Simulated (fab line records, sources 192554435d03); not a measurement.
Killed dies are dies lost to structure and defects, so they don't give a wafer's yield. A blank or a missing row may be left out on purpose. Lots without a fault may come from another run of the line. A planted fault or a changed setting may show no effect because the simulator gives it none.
fab line records | flow n5_finfet
record lots=11 wafers=29 last_day=17
route steps=1938 shown BEOL_M1@813 BEOL_M4@1111
lots that met no fault: from a run of the same line without faults
start_h: hours from the record's first day to the start of the lot's first wafer shown | wait_h: hours since the lot's step before | " the same as in the row above | L1.1+2: a row that stands for several wafers | - no value, or no start given | * or withheld: withheld | < > ~ a bound
route shown NAME@n: a module of which the file shows steps, and the number in the route of the first | usual: mean/standard deviation of fault-free wafers | same: alike in all rows | chamber/n: place in a boat | sites: the reading at each site | _std_site: their standard deviation | _edge_site: outer sites' mean less inner sites' | radius_mm: how far each site lies from the wafer's centre | mask NAME#n: copy n | behind: the tool/chamber that last shaped the wafer | hold: why the lot was held/for how many hours/how that ended | device: the transistor (n, p or np) that didn't switch | end of line: the same wafers' tests at the end of the route | a step without rows: its recipe alone | killed: dies lost to structure and defects at the first sort, not the wafer's yield | map: a wafer's dies, x killed, . not, _ none there
set.NAME: the setting as run; set.NAME@STEP: as run at that earlier step | model.NAME: the simulator's own value behind a step, which no gauge read
steps of the route over a sample of lots; a table a step, a row a wafer
services: from which hour (start_h, from the record's first day; less than 0 if before it) a tool's chamber was out of use, for how many hours, and why
## steps
# step N5_BEOL_M1_CVD_47
# recipe material=Co target_thk_a=30 temp_c=withheld precursor=CCTBA/H2 pressure_torr=30 time_s=223.8
# usual run_length_s=246.9/0.59
# columns lot.wafer tool chamber start_h wait_h run_length_s
L928.2 cvd_co-02 2 130.70 0.0 246.9
L928.3 " 2 " " 246.8
L928.5 " 0 " " 246.1
L931.3 cvd_co-01 1 153.00 0.2 247.6
L931.4 " 2 " " 245.8
L931.5 " 0 " " 247.1
L932.1 cvd_co-02 1 156.64 0.0 247.7
L932.4 " 0 " " 246.8
L934.1 cvd_co-01 1 163.68 0.0 247.1
L934.6 " 1 " " 247.0
L935.4 cvd_co-02 1 166.49 0.2 247.8
L935.6 " 0 " " 246.2
L933.1 cvd_co-02 1 166.86 0.3 248.1
L933.6 " 0 " " 246.4
L937.2 cvd_co-01 2 182.17 0.0 245.9
L937.3 " 1 " " 247.6
L937.4 " 0 " " 247.2
L936.2 cvd_co-02 1 190.87 0.0 247.3
L936.4 " 0 " " 246.2
L936.5 " 2 " " 246.8
L939.3 cvd_co-02 0 200.92 0.0 246.8
L939.4 " 2 " " 246.7
L939.5 " 1 " " 247.7
L941.3 cvd_co-02 1 210.19 0.1 247.1
L941.4 " 1 " " 247.2
L941.6 " 0 " " 246.0
L945.4 cvd_co-02 2 243.95 0.3 246.9
L945.5 " 2 " " 253.3
L945.6 " 1 " " 248.2
# step N5_BEOL_M1_ANNEAL_49
# recipe temp_c=400 time_s=240 ambient=vacuum
# usual heater_power_w=824/85 susceptor_temp_C_max=401.0/0.42
# columns lot.wafer tool chamber start_h wait_h heater_power_w susceptor_temp_C_max
L928.2 pvd_sputter-02 - 131.01 0.0 903 400.9
L928.3 " - " " 988 400.4
L928.5 " - " " 982 400.5
L931.3 pvd_sputter-03 - 153.24 0.0 740 400.6
L931.4 " - " " 848 401.0
L931.5 " - " " 857 401.4
L932.1 pvd_sputter-03 - 156.96 0.0 815 401.3
L932.4 " - " " 852 401.4
L934.1 pvd_sputter-01 - 164.02 0.0 754 400.7
L934.6 " - " " 750 400.9
L935.4 pvd_sputter-01 - 166.66 0.0 909 400.9
L935.6 " - " " 742 401.4
L933.1 pvd_sputter-01 - 168.50 0.0 907 400.9
L933.6 " - " " 746 400.7
L937.2 pvd_sputter-03 - 182.41 0.0 735 401.1
L937.3 " - " " 876 400.7
L937.4 " - " " 822 400.9
L936.2 pvd_sputter-01 - 191.25 0.0 899 401.1
L936.4 " - " " 768 401.6
L936.5 " - " " 752 400.6
L939.3 pvd_sputter-01 - 201.16 0.0 900 401.1
L939.4 " - " " 837 401.8
L939.5 " - " " 758 400.9
L941.3 pvd_sputter-01 - 210.93 0.0 825 401.2
L941.4 " - " " 900 401.5
L941.6 " - " " 783 401.2
L945.4 pvd_sputter-02 - 244.85 0.0 1005 400.6
L945.5 " - " " 813 401.0
L945.6 " - " " 909 400.7
# step N5_BEOL_M1_ANNEAL_82
# recipe temp_c=400 time_s=240 ambient=vacuum
# usual heater_power_w=820/82 susceptor_temp_C_max=401.0/0.42
# columns lot.wafer tool chamber start_h wait_h heater_power_w susceptor_temp_C_max
L928.2 pvd_sputter-02 - 131.45 0.0 897 400.7
L928.3 " - " " 969 401.2
L928.5 " - " " 955 400.6
L931.3 pvd_sputter-03 - 153.68 0.0 733 400.5
L931.4 " - " " 867 400.9
L931.5 " - " " 824 401.1
L932.1 pvd_sputter-03 - 157.40 0.0 829 401.2
L932.4 " - " " 818 401.1
L934.1 pvd_sputter-01 - 164.46 0.0 757 400.9
L934.6 " - " " 750 400.9
L935.4 pvd_sputter-01 - 167.10 0.0 878 401.2
L935.6 " - " " 753 401.5
L933.1 pvd_sputter-01 - 168.94 0.0 882 401.3
L933.6 " - " " 759 402.2
L937.2 pvd_sputter-03 - 182.85 0.0 742 401.1
L937.3 " - " " 849 400.5
L937.4 " - " " 825 401.3
L936.2 pvd_sputter-01 - 191.69 0.0 886 401.1
L936.4 " - " " 744 400.9
L936.5 " - " " 755 400.2
L939.3 pvd_sputter-01 - 201.60 0.0 874 401.1
L939.4 " - " " 828 401.4
L939.5 " - " " 772 400.3
L941.3 pvd_sputter-01 - 211.37 0.0 838 401.0
L941.4 " - " " 914 401.4
L941.6 " - " " 764 401.2
L945.4 pvd_sputter-02 - 245.29 0.0 967 400.8
L945.5 " - " " 791 401.2
L945.6 " - " " 893 400.6
# step N5_BEOL_M1_SPUTTER_86
# recipe material=Cu target_thk_a=45 temp_c=-20 chamber_pressure_pa=0.07 power_w=withheld time_s=8.29
# usual throttle_valve_pct=30.0/0.92
# columns lot.wafer tool chamber start_h wait_h throttle_valve_pct
L928.2 pvd_sputter-02 - 131.59 0.1 30.3
L928.3 " - " " 28.2
L928.5 " - " " 28.2
L931.3 pvd_sputter-03 - 153.82 0.1 30.3
L931.4 " - " " 31.1
L931.5 " - " " 30.3
L932.1 pvd_sputter-03 - 157.54 0.1 30.3
L932.4 " - " " 30.3
L934.1 pvd_sputter-01 - 164.60 0.1 29.9
L934.6 " - " " 29.9
L935.4 pvd_sputter-01 - 167.24 0.1 30.7
L935.6 " - " " 28.1
L933.1 pvd_sputter-01 - 169.08 0.1 30.9
L933.6 " - " " 28.4
L937.2 pvd_sputter-03 - 182.99 0.1 30.3
L937.3 " - " " 30.8
L937.4 " - " " 30.4
L936.2 pvd_sputter-01 - 191.83 0.1 30.8
L936.4 " - " " 28.3
L936.5 " - " " 30.2
L939.3 pvd_sputter-01 - 201.74 0.1 31.1
L939.4 " - " " 30.4
L939.5 " - " " 30.1
L941.3 pvd_sputter-01 - 211.51 0.1 30.6
L941.4 " - " " 30.8
L941.6 " - " " 28.4
L945.4 pvd_sputter-02 - 245.43 0.1 28.1
L945.5 " - " " 30.1
L945.6 " - " " 30.2
# step N5_BEOL_M4_RC_MEAS_101
# usual DIBL_N=35.8/2.2 DIBL_P=35.3/2.7 IOFF_N=0.16/0.043 IOFF_P=0.21/0.043 ION_N=676/15 ION_P=463/9.1 SS_N=71.4/0.77 SS_P=73.0/0.79 VT_N=250/4 VT_P=-249.8/2.8
# columns lot.wafer tool chamber start_h wait_h DIBL_N[mV/V] DIBL_P[mV/V] IOFF_N[nA/um] IOFF_P[nA/um] ION_N[uA/um] ION_P[uA/um] SS_N[mV/dec] SS_P[mV/dec] VT_N[mV] VT_P[mV]
L928.2 prober-02 0 176.18 0.2 37.7 39.0 0.19 0.24 689 474 70.9 72.4 242 -246.0
L928.3 " 0 " " 40.3 41.7 0.25 0.30 708 481 71.5 73.9 240 -244.5
L928.5 " 0 " " 35.7 37.3 0.17 0.22 694 478 70.7 72.3 244 -247.6
L932.1 prober-02 0 197.47 0.0 35.9 35.7 0.13 0.19 645 447 71.4 73.9 255 -252.4
L932.4 " 0 " " 38.0 37.9 0.19 0.22 697 470 71.5 74.1 246 -249.1
L931.3 prober-01 0 197.59 0.3 36.5 36.3 0.16 0.23 654 450 71.3 73.1 250 -249.0
L931.4 " 0 " " 37.2 36.8 0.18 0.22 691 467 72.1 72.9 247 -250.4
L931.5 " 0 " " 39.8 37.5 0.22 0.24 664 453 73.1 73.7 248 -246.8
L934.1 prober-01 0 212.31 0.0 35.9 37.5 0.16 0.20 672 460 71.6 73.0 249 -250.0
L934.6 " 0 " " 36.5 38.6 0.16 0.23 661 454 71.9 73.5 250 -248.3
L935.4 prober-02 0 213.85 0.5 32.4 32.2 0.11 0.17 673 463 70.6 72.5 253 -250.5
L935.6 " 0 " " 36.9 36.6 0.18 0.23 680 460 72.2 73.7 248 -249.3
L933.1 prober-02 0 216.24 0.0 37.4 36.2 0.17 0.24 681 474 71.5 73.3 251 -248.1
L933.6 " 0 " " 38.7 38.2 0.19 0.28 695 475 72.6 73.8 247 -247.4
L937.2 prober-02 0 228.23 0.2 35.8 33.7 0.16 0.19 682 468 70.4 72.5 247 -248.5
L937.3 " 0 " " 37.3 35.3 0.17 0.20 685 466 71.9 74.0 248 -251.6
L937.4 " 0 " " 34.9 34.2 0.14 0.19 674 469 71.3 73.3 250 -251.7
L936.2 prober-02 0 231.90 0.2 37.2 35.2 0.17 0.20 675 458 71.4 72.9 249 -251.0
L936.4 " 0 " " 38.9 36.9 0.19 0.22 687 469 71.9 73.0 250 -249.8
L936.5 " 0 " " 35.4 33.4 0.13 0.17 670 463 71.0 72.4 255 -253.7
L939.3 prober-01 0 251.10 0.3 36.1 37.7 0.16 0.24 691 475 71.5 73.4 248 -245.8
L939.4 " 0 " " 35.0 34.5 0.13 0.19 675 465 71.2 72.5 253 -250.0
L939.5 " 0 " " 38.0 38.7 0.19 0.27 686 470 72.1 73.5 249 -247.0
L941.3 prober-01 0 262.66 0.3 40.6 39.8 0.27 0.30 704 478 72.7 75.1 240 -246.0
L941.4 " 0 " " 32.5 31.5 0.11 0.16 668 460 70.4 72.3 253 -252.3
L941.6 " 0 " " 39.4 38.9 0.24 0.28 703 475 71.9 74.9 244 -246.3
L945.4 prober-02 0 285.28 0.5 35.7 35.0 0.15 0.20 693 480 71.4 73.5 251 -249.1
L945.5 " 0 " " 34.3 33.1 0.12 0.17 669 457 71.2 72.0 254 -251.4
L945.6 " 0 " " 36.9 35.8 0.16 0.21 680 464 71.9 73.0 250 -249.4
## services
# columns tool chamber start_h hours kind
cvd_co-02 1 114.67 - clean
cvd_co-02 1 114.67 22.0 scheduled_down
cvd_co-02 1 114.67 22.0 vent_cycle
pvd_sputter-03 - 138.10 13.5 repair
cvd_co-02 - 173.05 4.3 pm
pvd_sputter-02 - 177.90 0.7 repair
cvd_co-02 0 237.44 6.6 repair
cvd_co-01 - 243.87 2.8 pm
## key
first_sign step=N5_BEOL_M1_CVD_47 reading=run_length_s direction=up sigmas=11 usual=* struck=*
effect none on later readings
met_at N5_BEOL_M1_CVD_47
struck_lots L945
struck_wafers L945.5
not_acting_at N5_BEOL_M1_ANNEAL_49,N5_BEOL_M1_ANNEAL_82,N5_BEOL_M1_SPUTTER_86
onset_between 210.19 243.95
fault kind=process_parameter_drift tool=cvd_co-02 chamber=- onset_h=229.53 steps=N5_BEOL_M1_CVD_47 channel=time_s offset=* shape=step end_h=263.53 scope=struck_wafers_only acts_in=* stated=*
